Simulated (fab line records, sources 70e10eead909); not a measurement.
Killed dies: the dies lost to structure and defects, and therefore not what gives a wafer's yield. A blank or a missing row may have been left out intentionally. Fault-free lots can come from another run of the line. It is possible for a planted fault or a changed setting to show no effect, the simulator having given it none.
8D (eight disciplines) problem report, filled in by code -- flow nand-harc -- the parts of the form that need people (team, actions taken, sign-off) are left out

1. WHAT WENT WRONG
Wafers without a fault read 39.8 s, standard deviation 0.41; run-length-s at NHARC_THIN_TSV_ETCH_36 reads a mean of 35.2 s on 3 wafers belonging to 2 lots. That puts it -11 standard deviations away from the usual mean.
The step: etches the open film in Cl2/BCl3, target depth 65 nm, time 18.571 s.
First observed at day 30 14:08: wafer L474.3, on rie-metal-01. Wafers with a number at this step in the record: 33, from 11 lots. Rule for "out" (also "out of limits"): further than 4 standard deviations from the usual mean. The other wafers with a number count as sound.

2. WHAT IT IS AND WHAT IT IS NOT
question,is,is not
which readings at this step,run-length-s,"drypump-motor-current-A, oes-product-au"
which lots,"L474, L477","L460, L461, L464, L465, L469, L470, L478, L482, L483"
which wafers of those lots,"L474.3, L474.5, L477.4","L474.2, L477.1, L477.3"
read on which tools,rie-metal-01,"rie-metal-02, rie-metal-03"
when,from day 30 14:08,"up to then (19 sound wafers); but 11 sound wafers of L477, L478, L482, L483 came after"

3. WHAT RULES OUT EACH SUSPECT
Counting: any tool at a process step up to the reading remains a suspect provided it ran every lot that is out. Sound lots after the first of them don't rule it out here, since some wafers of a struck lot are sound.
- rie-diel-09 at NHARC_THIN_TSV_DESCUM_14 (chemistry O2, time 3 s): kept. It processed each lot that is out (first: L474, day 30 02:19); up to then, its last sound lot is L469 (day 27 00:17).
- plasma-asher-02 at NHARC_THIN_TSV_STRIP_62 (strips in N2/H2, time 20 s): kept. It processed each lot that is out (first: L474, day 30 10:02); up to then, its last sound lot is L460 (day 24 18:50).
- rie-metal-01 at NHARC_THIN_TSV_ETCH_36 (etches the open film in Cl2/BCl3, target depth 65 nm, time 18.571 s): kept. It processed each lot that is out (first: L474, day 30 14:08); up to then, its last sound lot is L470 (day 29 04:47). Out on those wafers are its own readings of run-length-s.
- At NHARC_THIN_TSV_DESCUM_14, inside rie-diel-09: chamber 3 took the wafers that are out, while their sound lot-mates went through chambers 0, 1, 2.
- At NHARC_THIN_TSV_ETCH_36 on rie-metal-01, chamber 1 took the sound wafers of the same lots and chamber 0 took the wafers that are out.
rie-diel-09 at NHARC_THIN_TSV_DESCUM_14, plasma-asher-02 at NHARC_THIN_TSV_STRIP_62 and rie-metal-01 at NHARC_THIN_TSV_ETCH_36 are what is left after counting.

4. THE CAUSE (what the simulator had put in)
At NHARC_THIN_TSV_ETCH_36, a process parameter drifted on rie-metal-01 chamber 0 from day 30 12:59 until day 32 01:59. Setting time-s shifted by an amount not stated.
Counting leaves 3 suspects; this tool is one of them.

5. THE CHAIN OF EFFECTS, in route order
Each row: a reading whose mean over the struck wafers that have a number lies more than 3 standard deviations from the usual. Only readings for which the record gives a usual standard deviation are gone through. hours: the time from each lot's start at the first step in this table that gives one to its start at this step, as a median over the lots. sigmas: the change in usual standard deviations.
hours,step,reading,usual,on struck wafers,change,sigmas
0,NHARC_THIN_TSV_ETCH_36,run-length-s,39.8 s,35.2,-4.6,-11
Its process steps:
- NHARC_THIN_TSV_ETCH_36: etches the open film in Cl2/BCl3, target depth 65 nm, time 18.571 s.
At these later measuring or inspecting steps, every struck wafer for which the step has a row has a number for every such reading, and none has moved that far: NHARC_END_SORT_01.

6. WHAT WOULD HAVE CAUGHT IT SOONER
In this record the first reading out of limits was taken at day 30 14:08, 1 hour after the fault began at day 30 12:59.
